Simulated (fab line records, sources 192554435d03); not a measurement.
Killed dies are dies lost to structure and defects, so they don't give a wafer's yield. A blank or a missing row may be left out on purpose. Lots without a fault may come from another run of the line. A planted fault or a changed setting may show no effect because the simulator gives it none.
Chamber matching | flow n5_finfet | N5_BEOL_M0_SAQP_DESCUM_19 on rie_diel-01: 4 sister chambers
The step chemistry O2, time 7.9 s. 4 wafers are shown with their chamber, then 12 later ones without.

WAFERS WITH THEIR CHAMBER
wafer  | chamber | showerhead_plenum_p_Torr (Torr)
L084.3 | 3       | 2.13
L087.5 | 0       | 2.04
L087.6 | 1       | 2.06
L089.6 | 2       | 2.06

WAFERS WITHOUT THEIR CHAMBER
wafer  | showerhead_plenum_p_Torr (Torr)
L091.2 | 2.12
L091.3 | 2.05
L091.5 | 2.03
L092.1 | 2.03
L092.2 | 2.12
L092.5 | 2.03
L093.3 | 2.06
L093.5 | 2.06
L093.6 | 2.12
L095.2 | 2.06
L095.5 | 2.03
L095.6 | 2.12

WHICH CHAMBER EACH WENT THROUGH
wafer  | from the rows above          | in truth
L091.2 | 3                            | 3
L091.3 | can't be placed: 0 or 1 or 2 | 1
L091.5 | 0                            | 0
L092.1 | 0                            | 0
L092.2 | 3                            | 3
L092.5 | 0                            | 0
L093.3 | can't be placed: 1 or 2      | 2
L093.5 | can't be placed: 1 or 2      | 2
L093.6 | 3                            | 3
L095.2 | can't be placed: 1 or 2      | 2
L095.5 | 0                            | 0
L095.6 | 3                            | 3
Placed correctly: 8 of 12. Can't be placed from these rows: 4 (the true chamber is among the candidates in 4). Placed wrongly: 0.
How it was worked out, from the rows above alone: a wafer's distance from a chamber is the root of the sum, over the readings, of the square of ((its reading less the chamber's mean) divided by the reading's scatter). The wafer belongs to the nearest chamber; if the next one is less than 2 further off, it can't be placed. A chamber's mean is the mean of its shown wafers. The scatter: with one shown wafer a chamber, the root of the mean of the squares of how far each hidden wafer lies from its nearest shown one.
